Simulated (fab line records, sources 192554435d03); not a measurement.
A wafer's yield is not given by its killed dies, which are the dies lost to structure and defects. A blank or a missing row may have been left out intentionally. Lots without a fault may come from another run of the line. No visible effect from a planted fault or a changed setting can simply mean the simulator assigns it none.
Chamber matching | flow n5_finfet | N5_BEOL_M1_PRE_CLEAN_60 on cvd_co-02 has 3 sister chambers
The step time 15 s. 27 wafers are shown with their chamber, then 12 later ones without.

## WAFERS PAIRED WITH THEIR CHAMBERS
wafer  | chamber | heater_power_w (W)
L074.2 | 0       | 100
L074.4 | 2       | 85
L074.6 | 0       | 103
L077.2 | 2       | 87
L077.4 | 2       | 83
L077.5 | 0       | 102
L078.1 | 2       | 86
L078.3 | 0       | 102
L078.4 | 2       | 86
L079.1 | 1       | 108
L079.3 | 0       | 102
L079.4 | 0       | 102
L085.2 | 1       | 106
L085.3 | 0       | 102
L085.5 | 0       | 101
L084.3 | 2       | 83
L084.4 | 2       | 86
L084.5 | 1       | 107
L086.1 | 2       | 85
L086.3 | 0       | 105
L086.5 | 2       | 86
L088.2 | 2       | 86
L088.4 | 0       | 102
L088.5 | 2       | 85
L087.1 | 2       | 86
L087.3 | 1       | 107
L087.6 | 1       | 110

SIGNATURES (means of the wafers above)
reading        | chamber 0 | chamber 1 | chamber 2 | scatter within a chamber
heater_power_w | 102.10    | 107.60    | 85.33     | 1.3
Rule: a wafer lies at a distance from a chamber equal to the root of the sum of squares, over the readings, of (its reading less the chamber's mean, divided by the reading's scatter). The wafer belongs to the nearest chamber; if the next one is less than 2 further off, it can't be placed. How the scatter is found: for the shown wafers, subtract from each reading the mean of its chamber, square and add these, divide the total by (wafers less chambers), then take the root.

## WAFERS WHOSE CHAMBER IS MISSING
wafer  | heater_power_w (W)
L090.1 | 85
L090.3 | 108
L090.5 | 103
L091.3 | 85
L091.5 | 88
L091.6 | 103
L096.1 | 105
L096.2 | 106
L096.5 | 84
L097.2 | 104
L097.3 | 109
L097.5 | 106

## EACH ONE'S CHAMBER
wafer  | from the rows above     | in truth
L090.1 | 2                       | 2
L090.3 | 1                       | 1
L090.5 | 0                       | 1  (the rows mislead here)
L091.3 | 2                       | 2
L091.5 | 2                       | 2
L091.6 | 0                       | 0
L096.1 | can't be placed: 1 or 0 | 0
L096.2 | can't be placed: 1 or 0 | 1
L096.5 | 2                       | 2
L097.2 | can't be placed: 0 or 1 | 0
L097.3 | 1                       | 1
L097.5 | can't be placed: 1 or 0 | 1
Placed correctly: 7 of 12. These rows do not allow placing 4 (true chamber among the candidates in 4). Number placed wrongly: 1.
